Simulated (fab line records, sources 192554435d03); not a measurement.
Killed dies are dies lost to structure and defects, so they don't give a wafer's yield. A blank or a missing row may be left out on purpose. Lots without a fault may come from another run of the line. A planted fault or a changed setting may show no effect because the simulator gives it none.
Which tool did it? | flow n5_finfet | 8 lots, 23 wafers sampled, at 8 steps of a route of 1938

WHAT THE GAUGES READ, wafer by wafer
N5_BEOL_M8_CD_MEAS_11: target cd 38.5 nm. Usual: cd_nm 38.4 nm, standard deviation 0.38.
lot  | measured     | on        | cd_nm (nm)     | flag
L243 | day 10 22:53 | cd_sem-02 | 38.2 37.9 38.5 |
L245 | day 11 16:10 | cd_sem-02 | 38.3 38.4 38.9 |
L248 | day 12 21:52 | cd_sem-03 | 38.7 38.6 38.1 |
L255 | day 13 22:38 | cd_sem-02 | 38.1 38.7 32.9 | OFF
L256 | day 14 07:41 | cd_sem-03 | 38.7 32.9 38.6 | OFF
L259 | day 15 00:38 | cd_sem-01 | 37.9 38.3 38.0 |
L258 | day 15 01:11 | cd_sem-02 | 37.9 32.8      | OFF
L260 | day 15 11:47 | cd_sem-03 | 38.2 38.4 38.2 |

N5_BEOL_M8_OVL_MEAS_12. Usual: M8_OVL 0.1 nm, standard deviation 0.87.
lot  | measured     | on         | M8_OVL (nm)    | flag
L243 | day 10 22:55 | overlay-02 | 2.2 0.9 1.5    |
L245 | day 11 16:12 | overlay-02 | -0.9 0.6 0.7   |
L248 | day 12 21:54 | overlay-02 | -0.1 -0.2 -1.0 |
L255 | day 13 22:40 | overlay-02 | 0.7 1.9 1.5    |
L256 | day 14 07:43 | overlay-02 | 1.7 0.7 0.0    |
L259 | day 15 00:40 | overlay-01 | 1.9 1.2 0.2    |
L258 | day 15 01:13 | overlay-02 | 0.6 -0.7       |
L260 | day 15 11:49 | overlay-02 | -1.3 0.0 -0.5  |

N5_BEOL_M8_CD_MEAS_18: pitch 80 nm, target cd 40 nm. Usual: cd_nm 39.9 nm, standard deviation 0.44.
lot  | measured     | on        | cd_nm (nm)     | flag
L243 | day 10 23:36 | cd_sem-03 | 39.6 39.8 39.4 |
L245 | day 11 17:00 | cd_sem-03 | 40.1 40.9 39.9 |
L248 | day 12 22:25 | cd_sem-03 | 40.5 40.0 39.9 |
L255 | day 13 23:17 | cd_sem-02 | 39.4 40.5 34.8 | OFF
L256 | day 14 08:29 | cd_sem-03 | 40.1 34.9 39.7 | OFF
L259 | day 15 01:46 | cd_sem-01 | 39.4 39.9 39.8 |
L258 | day 15 02:22 | cd_sem-02 | 39.2 34.2      | OFF
L260 | day 15 12:44 | cd_sem-01 | 39.9 40.0 39.6 |

N5_BEOL_M8_CD_MEAS_35: target cd 40 nm. Usual: cd_nm 39.9 nm, standard deviation 0.45.
lot  | measured     | on        | cd_nm (nm)     | flag
L243 | day 11 00:51 | cd_sem-03 | 39.7 39.5 39.3 |
L245 | day 11 18:16 | cd_sem-02 | 40.0 40.4 39.8 |
L248 | day 12 23:54 | cd_sem-01 | 39.8 40.0 39.3 |
L255 | day 14 01:08 | cd_sem-03 | 39.8 40.4 34.6 | OFF
L256 | day 14 12:10 | cd_sem-01 | 40.4 34.7 40.2 | OFF
L259 | day 15 04:17 | cd_sem-01 | 39.6 40.0 39.5 |
L258 | day 15 04:42 | cd_sem-02 | 39.9 34.1      | OFF
L260 | day 15 14:09 | cd_sem-02 | 40.1 40.0 40.0 |

N5_BEOL_M15_RC_MEAS_101. Usual: COMB_M10 1.6e-11 S/m, standard deviation 3e-12; COMB_M11 1.51e-11 S/m, standard deviation 2.8e-12; COMB_M12 7.1e-12 S/m, standard deviation 1.4e-12; COMB_M13 5.8e-12 S/m, standard deviation 1.1e-12; COMB_M14 4.6e-12 S/m, standard deviation 8.3e-13; COMB_M15 3.4e-12 S/m, standard deviation 6.2e-13; COMB_M5 3.7e-11 S/m, standard deviation 6.5e-12; COMB_M6 2.6e-11 S/m, standard deviation 5.5e-12; COMB_M7 2.7e-11 S/m, standard deviation 5.1e-12; COMB_M8 2.6e-11 S/m, standard deviation 5e-12; COMB_M9 1.56e-11 S/m, standard deviation 2.8e-12; SERP_M10 3.08 ohm/um, standard deviation 0.068; SERP_M11 3.06 ohm/um, standard deviation 0.071; SERP_M12 0.640 ohm/um, standard deviation 0.013; SERP_M13 0.308 ohm/um, standard deviation 0.0044; SERP_M14 0.161 ohm/um, standard deviation 0.0033; SERP_M5 38.6 ohm/um, standard deviation 1.6; SERP_M6 13.8 ohm/um, standard deviation 0.48; SERP_M7 13.6 ohm/um, standard deviation 0.49; SERP_M8 13.9 ohm/um, standard deviation 0.48; SERP_M8_max_site 14.4 ohm/um, standard deviation 0.56; SERP_M9 3.03 ohm/um, standard deviation 0.064.
lot  | measured     | on        | COMB_M10 (S/m)             | COMB_M11 (S/m)             | COMB_M12 (S/m)            | COMB_M13 (S/m)          | COMB_M14 (S/m)          | COMB_M15 (S/m)          | COMB_M5 (S/m)           | COMB_M6 (S/m)           | COMB_M7 (S/m)           | COMB_M8 (S/m)           | COMB_M9 (S/m)              | SERP_M10 (ohm/um) | SERP_M11 (ohm/um) | SERP_M12 (ohm/um) | SERP_M13 (ohm/um) | SERP_M14 (ohm/um) | SERP_M5 (ohm/um) | SERP_M6 (ohm/um) | SERP_M7 (ohm/um) | SERP_M8 (ohm/um) | SERP_M8_max_site (ohm/um) | SERP_M9 (ohm/um) | flag
L243 | day 13 06:32 | prober-02 | 1.81e-11 1.56e-11 1.81e-11 | 1.54e-11 1.23e-11 1.58e-11 | 8.8e-12 7.5e-12 6.7e-12   | 4e-12 4.1e-12 6.4e-12   | 3.6e-12 4e-12 4.3e-12   | 2.5e-12 3.1e-12 2.6e-12 | 4.7e-11 3.5e-11 3.9e-11 | 2.8e-11 2.7e-11 3.7e-11 | 3.2e-11 2.6e-11 3.3e-11 | 3.1e-11 2.6e-11 2.2e-11 | 1.37e-11 1.46e-11 1.59e-11 | 2.95 3.01 3.05    | 3.17 3.09 3.05    | 0.650 0.622 0.643 | 0.304 0.304 0.305 | 0.160 0.166 0.159 | 37.8 38.2 38.6   | 13.4 14.6 13.8   | 13.2 13.4 13.3   | 13.4 13.8 13.4   | 13.8 14.4 14.1            | 3.04 2.90 3.04   |
L245 | day 14 00:25 | prober-02 | 1.6e-11 1.35e-11 1.17e-11  | 1.64e-11 1.86e-11 1.36e-11 | 8.7e-12 8.8e-12 6.5e-12   | 5.4e-12 6e-12 5e-12     | 3.8e-12 4.6e-12 4.2e-12 | 2.2e-12 2.3e-12 2.6e-12 | 3.7e-11 4.4e-11 4.4e-11 | 2.2e-11 2.3e-11 2.3e-11 | 2.6e-11 2.9e-11 2.6e-11 | 2.6e-11 2.8e-11 4e-11   | 1.77e-11 1.37e-11 1.78e-11 | 3.06 2.99 3.06    | 3.25 3.17 3.12    | 0.612 0.638 0.647 | 0.318 0.316 0.311 | 0.159 0.163 0.161 | 40.2 40.3 38.0   | 13.9 13.9 13.5   | 14.4 14.9 14.1   | 13.9 13.5 14.5   | 14.6 13.7 15.7            | 3.05 3.10 3.03   |
L248 | day 15 05:50 | prober-01 | 1.47e-11 1.68e-11 1.81e-11 | 1.48e-11 1.18e-11 1.56e-11 | 1.19e-11 1.07e-11 8.2e-12 | 6.6e-12 7.2e-12 6.8e-12 | 5.8e-12 4.2e-12 4.3e-12 | 4.2e-12 3.9e-12 4.5e-12 | 3.7e-11 4.2e-11 3.6e-11 | 2.1e-11 2.9e-11 2.1e-11 | 3.4e-11 2.7e-11 2.6e-11 | 2.9e-11 3.2e-11 2.8e-11 | 1.42e-11 1.33e-11 1.28e-11 | 3.21 2.99 3.07    | 3.02 2.98 3.07    | 0.651 0.637 0.635 | 0.306 0.313 0.311 | 0.165 0.158 0.165 | 37.2 36.2 38.2   | 14.3 13.6 14.7   | 13.0 13.1 13.5   | 14.2 13.5 14.5   | 14.7 14.2 15.0            | 2.97 2.98 2.96   |
L255 | day 16 10:08 | prober-02 | 1.77e-11 1.36e-11 1.4e-11  | 1.21e-11 2.14e-11 1.5e-11  | 7e-12 5.5e-12 5.3e-12     | 4.9e-12 6.8e-12 4.6e-12 | 6.6e-12 5.5e-12 3.9e-12 | 2.9e-12 3.8e-12 2.7e-12 | 3.3e-11 3.5e-11 3.9e-11 | 2.5e-11 3.6e-11 3e-11   | 2.1e-11 2.6e-11 2.2e-11 | 3.1e-11 2.8e-11 2.7e-11 | 1.39e-11 2.31e-11 1.46e-11 | 3.05 3.00 3.03    | 2.94 2.95 2.98    | 0.657 0.640 0.645 | 0.310 0.310 0.300 | 0.167 0.163 0.166 | 40.0 40.6 39.4   | 13.0 13.6 13.8   | 14.2 14.2 13.8   | 13.7 13.1 18.3   | 15.3 13.5 19.3            | 2.98 3.03 3.02   |
L256 | day 16 16:35 | prober-02 | 1.2e-11 1.95e-11 1.66e-11  | 1.36e-11 1.15e-11 1.08e-11 | 8.4e-12 6.2e-12 7.5e-12   | 7.4e-12 5.7e-12 7e-12   | 4.4e-12 4e-12 4e-12     | 3.2e-12 3e-12 3.2e-12   | 3.3e-11 3.6e-11 4.2e-11 | 2.8e-11 2.4e-11 4.6e-11 | 2.3e-11 2e-11 2.8e-11   | 3e-11 3.6e-11 3.5e-11   | 1.71e-11 1.55e-11 1.3e-11  | 3.18 3.13 3.17    | 3.12 3.05 3.01    | 0.641 0.644 0.620 | 0.309 0.310 0.310 | 0.164 0.163 0.164 | 40.4 40.0 41.4   | 13.2 13.9 13.8   | 12.7 13.2 12.8   | 13.4 18.7 13.9   | 13.7 20.0 14.7            | 2.97 2.97 3.05   | OFF
L259 | day 17 18:00 | prober-01 | 2.15e-11 1.92e-11 1.73e-11 | 1.1e-11 2.02e-11 1.46e-11  | 7e-12 6.5e-12 5.5e-12     | 7.2e-12 5e-12 5e-12     | 5.2e-12 5.2e-12 5.6e-12 | 4.2e-12 4.2e-12 4.1e-12 | 3.2e-11 4e-11 3.3e-11   | 3.2e-11 2.3e-11 2.5e-11 | 3e-11 3.6e-11 1.8e-11   | 2e-11 2.8e-11 2.7e-11   | 1.85e-11 1.41e-11 1.48e-11 | 2.99 3.06 3.06    | 3.09 3.03 3.09    | 0.633 0.647 0.626 | 0.315 0.307 0.316 | 0.160 0.161 0.157 | 43.9 36.1 37.4   | 13.9 13.1 13.3   | 13.8 13.5 13.7   | 14.1 13.8 14.2   | 14.6 14.3 15.0            | 2.98 2.88 2.98   |
L258 | day 17 18:47 | prober-01 | 1.84e-11 1.44e-11          | 1.55e-11 1.33e-11          | 8.3e-12 7.2e-12           | 6e-12 7e-12             | 4.2e-12 4.8e-12         | 3.4e-12 4.3e-12         | 3.5e-11 5.2e-11         | 2.3e-11 1.9e-11         | 2.3e-11 2.3e-11         | 2.3e-11 2.6e-11         | 1.56e-11 1.37e-11          | 3.14 3.16         | 3.00 3.04         | 0.618 0.631       | 0.309 0.311       | 0.160 0.158       | 36.8 39.6        | 14.1 13.6        | 13.7 13.6        | 14.4 19.1        | 14.8 19.6                 | 3.03 3.17        | OFF
L260 | day 17 21:24 | prober-01 | 1.54e-11 1.21e-11 1.8e-11  | 1.56e-11 1.59e-11 1.37e-11 | 7.3e-12 7.8e-12 1.05e-11  | 6.5e-12 5.6e-12 6.6e-12 | 6.9e-12 5.9e-12 5.9e-12 | 4.2e-12 4.1e-12 3.9e-12 | 3.4e-11 4.4e-11 3.1e-11 | 2.8e-11 3.3e-11 2.9e-11 | 2.4e-11 2.9e-11 2.5e-11 | 2.6e-11 2.2e-11 2.6e-11 | 1.86e-11 1.23e-11 1.33e-11 | 2.99 2.99 3.04    | 3.16 3.07 3.12    | 0.643 0.672 0.655 | 0.307 0.310 0.319 | 0.162 0.159 0.156 | 39.0 38.5 39.2   | 13.6 13.5 13.8   | 14.0 14.0 13.3   | 13.5 14.2 13.8   | 13.8 14.4 14.2            | 3.10 3.08 3.07   |

WHICH TOOL RAN EACH LOT (tool, then ch and the chambers of the sampled wafers, then the start)
lot  | N5_BEOL_M7_ALD_77                   | N5_BEOL_M8_PEB_09                 | N5_BEOL_M8_ETCH_62
L243 | ald_metal-03 ch 0,2,3, day 10 18:44 | litho_track-02 ch 0, day 10 22:49 | rie_diel-05 ch 0,1,2, day 10 23:05
L245 | ald_metal-01 ch 0,2,3, day 11 12:50 | litho_track-01 ch 0, day 11 16:06 | rie_diel-05 ch 0,1, day 11 16:38
L248 | ald_metal-03 ch 1,2, day 12 16:02   | litho_track-02 ch 0, day 12 21:48 | rie_diel-02 ch 0,1,2, day 12 22:03
L255 | ald_metal-01 ch 1,2,3, day 13 19:10 | litho_track-02 ch 0, day 13 22:34 | rie_diel-06 ch 0,1,2, day 13 22:50
L256 | ald_metal-03 ch 0,3, day 14 03:19   | litho_track-02 ch 0, day 14 07:38 | rie_diel-06 ch 1,2, day 14 08:07
L259 | ald_metal-04 ch 0,1, day 14 19:54   | litho_track-01 ch 0, day 15 00:34 | rie_diel-06 ch 2,3, day 15 01:08
L258 | ald_metal-01 ch 1,3, day 14 20:06   | litho_track-02 ch 0, day 15 01:07 | rie_diel-06 ch 0,1, day 15 02:00
L260 | ald_metal-01 ch 0,2,3, day 15 07:05 | litho_track-01 ch 0, day 15 11:43 | rie_diel-02 ch 0,1, day 15 12:22
- N5_BEOL_M7_ALD_77: deposits TaN, target thk 2 nm, pulse time 2 s, purge time 3 s.
- N5_BEOL_M8_PEB_09: peb time 60 s.
- N5_BEOL_M8_ETCH_62: etches SOC in N2/H2, target depth 110 nm, overetch 22 nm, time 165 s.

WHAT THE TOOLS THEMSELVES READ (means of the sampled wafers that have a number; where no wafer has one, the mark that the record gives instead)
N5_BEOL_M7_ALD_77. Usual: heater_power_w 422 W, standard deviation 37; mfc_carrier_sccm 1500 sccm, standard deviation 4.7.
lot  | tool         | heater_power_w (W) | mfc_carrier_sccm (sccm) | flag
L243 | ald_metal-03 | 406                | 1502                    |
L245 | ald_metal-01 | 418                | 1500                    |
L248 | ald_metal-03 | 384                | 1496                    |
L255 | ald_metal-01 | 391                | 1502                    |
L256 | ald_metal-03 | 424                | 1496                    |
L259 | ald_metal-04 | 446                | 1501                    |
L258 | ald_metal-01 | 378                | 1506                    |
L260 | ald_metal-01 | 426                | 1501                    |

N5_BEOL_M8_ETCH_62. Usual: drypump_motor_current_A 5.7 A, standard deviation 0.45; oes_product_au 0.68 a.u., standard deviation 0.071; rf_vpp_V 524.7 V, standard deviation 2.8; showerhead_plenum_p_Torr 2.58 Torr, standard deviation 0.1; throttle_valve_pct 17.88 %, standard deviation 0.26.
lot  | tool        | drypump_motor_current_A (A) | oes_product_au (a.u.) | rf_vpp_V (V) | showerhead_plenum_p_Torr (Torr) | throttle_valve_pct (%) | flag
L243 | rie_diel-05 | 5.6                         | 0.72                  | 525.0        | 2.58                            | 17.74                  |
L245 | rie_diel-05 | 5.7                         | 0.71                  | 524.1        | 2.50                            | 17.73                  |
L248 | rie_diel-02 | 6.3                         | 0.62                  | 525.7        | 2.60                            | 17.73                  |
L255 | rie_diel-06 | 5.6                         | 0.69                  | 523.6        | 2.53                            | 18.12                  |
L256 | rie_diel-06 | 5.6                         | 0.68                  | 524.9        | 2.60                            | 18.23                  |
L259 | rie_diel-06 | 5.3                         | 0.60                  | 523.4        | 2.49                            | 18.12                  |
L258 | rie_diel-06 | 5.8                         | 0.74                  | 524.6        | 2.59                            | 18.07                  |
L260 | rie_diel-02 | 6.5                         | 0.63                  | 525.0        | 2.61                            | 17.68                  |

THE ANSWER, worked out from the rows above alone
Rule: a lot is off if the mean of its wafers that have a number lies more than 3 standard deviations from the usual mean. A lot without any number at a reading at which 4 lots or more have one is off too. The other lots that the step has rows for count as sound. The gauges are gone through in route order, then the tools' own readings, and for those a lot's mean is taken as printed above. The first step at which some lot is off is used, and at that step the reading that is off furthest; a lot without a number counts as furthest.
Off: L255, L256, L258, at N5_BEOL_M8_CD_MEAS_11 (cd_nm).
A tool fits if, at a process step before that reading, it ran every lot that is off, and no sound lot after the first of them. The gauges at N5_BEOL_M8_CD_MEAS_11 are tried like those tools. One fits: litho_track-02 at N5_BEOL_M8_PEB_09. Its last sound lot is L248 (day 12 21:48), its first lot that is off L255 (day 13 22:34): a fault that began between those two fits.

WHAT THE SIMULATOR HAD PUT IN
Process parameter drift: litho_track-02, from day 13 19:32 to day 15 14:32, at N5_BEOL_M8_PEB_09. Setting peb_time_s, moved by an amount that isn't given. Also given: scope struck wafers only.
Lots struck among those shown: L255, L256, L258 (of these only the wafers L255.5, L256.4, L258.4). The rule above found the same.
